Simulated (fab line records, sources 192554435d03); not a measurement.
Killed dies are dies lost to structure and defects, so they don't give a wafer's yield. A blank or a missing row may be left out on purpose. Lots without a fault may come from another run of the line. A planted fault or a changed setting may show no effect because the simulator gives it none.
Which tool did it? | flow n5_finfet | 9 lots, 27 wafers sampled, at 5 steps of a route of 1938

WHAT THE GAUGES READ, wafer by wafer
N5_BEOL_M4_RC_MEAS_101.
lot  | measured     | on        | DIBL_N (mV/V)
L285 | day 7 22:32  | prober-02 | 37.0 43.5 39.5
L286 | day 9 09:14  | prober-02 | 36.1 37.3 37.3
L287 | day 8 21:05  | prober-01 | 38.3 37.2 35.4
L289 | day 10 00:55 | prober-02 | 32.8 35.5 34.9
L291 | day 10 16:34 | prober-01 | 32.3 36.5 33.2
L292 | day 10 14:48 | prober-02 | 38.0 36.2 37.5
L295 | day 11 11:39 | prober-01 | 35.7 35.9
L305 | day 14 04:37 | prober-02 | 36.8 37.1 37.0
L306 | day 14 07:22 | prober-02 | 40.0 36.7 41.0

WHICH TOOL RAN EACH LOT (tool, then ch and the chambers of the sampled wafers, then the start)
lot  | N5_HKMG_FIN_ETCH_86               | N5_HKMG_FIN_STRIP_88                | N5_HKMG_FIN_STRIP_90              | N5_HKMG_FIN_STRIP_69
L285 | rie_diel-06 ch 0,2,3, day 4 13:30 | plasma_asher-01 ch 0, day 4 13:45   | rie_diel-06 ch 0,1,3, day 4 14:38 | plasma_asher-02 ch 0,1, day 4 14:56
L286 | rie_diel-06 ch 0,3, day 4 14:19   | plasma_asher-01 ch 0,1, day 4 14:41 | rie_diel-06 ch 0,1,2, day 4 15:28 | plasma_asher-01 ch 0,1, day 4 15:53
L287 | rie_diel-01 ch 0,3, day 4 22:02   | plasma_asher-02 ch 0,1, day 4 22:25 | rie_diel-01 ch 0,1,2, day 4 23:10 | plasma_asher-02 ch 0,1, day 4 23:35
L289 | rie_diel-06 ch 2,3, day 5 19:46   | plasma_asher-02 ch 0,1, day 5 20:01 | rie_diel-01 ch 1,2, day 5 21:09   | plasma_asher-02 ch 0,1, day 5 21:28
L291 | rie_diel-04 ch 1,2, day 6 03:43   | plasma_asher-01 ch 0,1, day 6 03:58 | rie_diel-01 ch 0,2,3, day 6 04:51 | plasma_asher-01 ch 0,1, day 6 05:08
L292 | rie_diel-04 ch 0,1,2, day 6 04:01 | plasma_asher-02 ch 0,1, day 6 04:16 | rie_diel-04 ch 1,2, day 6 05:09   | plasma_asher-02 ch 0,1, day 6 05:29
L295 | rie_diel-06 ch 0,2,3, day 7 00:22 | plasma_asher-02 ch 0,1, day 7 00:40 | rie_diel-06 ch 0,1, day 7 01:38   | plasma_asher-02 ch 0,1, day 7 01:55
L305 | rie_diel-04 ch 0,2,3, day 9 16:21 | plasma_asher-01 ch 0,1, day 9 16:37 | rie_diel-06 ch 0,1,3, day 9 17:32 | plasma_asher-01 ch 0,1, day 9 17:50
L306 | rie_diel-06 ch 1,2,3, day 9 16:52 | plasma_asher-02 ch 0,1, day 9 17:14 | rie_diel-06 ch 2,3, day 9 18:01   | plasma_asher-01 ch 0,1, day 9 18:32
- N5_HKMG_FIN_ETCH_86: etches SOC in N2/H2, stops on TiN, target depth 393.2 nm.
- N5_HKMG_FIN_STRIP_88: strips in N2/H2, time 360 s.
- N5_HKMG_FIN_STRIP_90: strips SOC in N2/H2, time 20 s.
- N5_HKMG_FIN_STRIP_69: strips in N2/H2, time 360 s.

THE ANSWER, worked out from the rows above alone
Rule: what is usual is taken from the lots themselves. Put in order of their means at a reading, lots are off if they are a third of the lots or fewer, leave a main group of 4 or more, and stand apart from it by a gap of 3 or more times the standard deviation of the main group's means; of several such gaps the widest counts. A main group whose means are all the same, to the digits that the tables above print for the reading, isn't used. A lot without any number at a reading at which 4 lots or more have one is off too. The other lots that the step has rows for count as sound.
No lot is off at any reading shown: from this, nothing can be told.

WHAT THE SIMULATOR HAD PUT IN
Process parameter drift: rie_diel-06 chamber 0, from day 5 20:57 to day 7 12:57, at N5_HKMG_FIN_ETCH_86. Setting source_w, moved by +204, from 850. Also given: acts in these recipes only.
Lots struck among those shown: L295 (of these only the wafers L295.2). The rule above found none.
